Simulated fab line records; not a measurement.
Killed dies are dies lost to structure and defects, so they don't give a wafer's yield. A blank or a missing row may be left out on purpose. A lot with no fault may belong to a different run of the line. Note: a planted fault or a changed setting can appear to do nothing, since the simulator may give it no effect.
Which tool is to blame? -- flow n5_finfet -- 9 lots with 27 wafers sampled at 4 steps, on a route of 1938 steps

WHAT THE GAUGES SHOWED, per wafer
N5_BEOL_M15_INSPECT_30: inspects for defects (macro).
lot,measured,on,raw_defect_count
L309,day 11 11:36,defect_inspect-02,2 2 2
L310,day 11 16:04,defect_inspect-01,0 1 1
L311,day 11 17:05,defect_inspect-02,0 2 3
L320,day 14 01:40,defect_inspect-01,0 267 2
L321,day 14 07:03,defect_inspect-01,4 2 256
L327,day 15 20:23,defect_inspect-02,2 0 6
L326,day 16 02:39,defect_inspect-01,5 1 3
L329,day 16 15:56,defect_inspect-01,3 0 4
L331,day 17 18:56,defect_inspect-01,0 3 0

WHICH TOOL RAN EACH LOT (tool, then ch and the chambers of the sampled wafers, then the start)
lot,N5_BEOL_M15_VIA_ETCH_16,N5_BEOL_M15_STRIP_63,N5_BEOL_M15_ETCH_57
L309,"rie_diel-03 ch 0,1,3, day 11 10:07","rie_diel-03 ch 0,1,3, day 11 10:00","rie_diel-03 ch 0,1,3, day 11 10:39"
L310,"rie_diel-03 ch 1,2,3, day 11 14:28","rie_diel-03 ch 1,2,3, day 11 14:00","rie_diel-04 ch 1,3, day 11 15:07"
L311,"rie_diel-04 ch 1,2, day 11 15:41","rie_diel-04 ch 1,2, day 11 15:00","rie_diel-01 ch 0,1,2, day 11 16:16"
L320,"rie_diel-04 ch 0,2,3, day 14 00:15","rie_diel-04 ch 0,2,3, day 14 00:00","rie_diel-04 ch 1,2, day 14 00:50"
L321,"rie_diel-04 ch 1,2,3, day 14 05:25","rie_diel-04 ch 1,2,3, day 14 05:00","rie_diel-03 ch 0,2,3, day 14 06:05"
L327,"rie_diel-03 ch 0,3, day 15 19:03","rie_diel-03 ch 0,3, day 15 19:00","rie_diel-01 ch 1,3, day 15 19:34"
L326,"rie_diel-01 ch 0,2, day 16 01:11","rie_diel-01 ch 0,2, day 16 01:00","rie_diel-01 ch 2,3, day 16 01:42"
L329,"rie_diel-01 ch 1,3, day 16 14:36","rie_diel-01 ch 1,3, day 16 14:00","rie_diel-04 ch 0,3, day 16 15:07"
L331,"rie_diel-01 ch 0,1,3, day 17 17:35","rie_diel-01 ch 0,1,3, day 17 17:00","rie_diel-04 ch 1,3, day 17 18:06"
- N5_BEOL_M15_VIA_ETCH_16: etches SiO2 in C4F8/O2/Ar, target depth 1792.2 nm.
- N5_BEOL_M15_STRIP_63: strips in O2.
- N5_BEOL_M15_ETCH_57: etches SOC in N2/H2, time 750 s.

THE ANSWER, worked out from the rows above alone
Rule: usual is defined by the lots themselves. The widest of any qualifying gaps counts: lots, ordered by their means at a reading, are off when they make up no more than a third of the lots, leave a main group of 4 or more, and stand apart from it by 3 or more times the standard deviation of that group's means. A main group is skipped when, at the precision printed for the reading in the tables above, its means are all equal. Also off: a lot with no number at a reading for which 4 or more lots have one. All remaining lots with rows at the step are treated as sound.
Off, at N5_BEOL_M15_INSPECT_30 on raw_defect_count: L320, L321. Mean 2 and standard deviation 0.79 in the main group.
A tool fits if, at a process step before that reading, it ran every lot that is off, and no sound lot after the first of them. Gauges at N5_BEOL_M15_INSPECT_30: tried the same way as those tools. One candidate fits, namely rie_diel-04 at N5_BEOL_M15_VIA_ETCH_16 and N5_BEOL_M15_STRIP_63. At N5_BEOL_M15_VIA_ETCH_16 its last sound lot is L311 (day 11 15:41), its first lot that is off L320 (day 14 00:15): a fault that began between those two fits.

WHAT THE SIMULATOR HAD PUT IN
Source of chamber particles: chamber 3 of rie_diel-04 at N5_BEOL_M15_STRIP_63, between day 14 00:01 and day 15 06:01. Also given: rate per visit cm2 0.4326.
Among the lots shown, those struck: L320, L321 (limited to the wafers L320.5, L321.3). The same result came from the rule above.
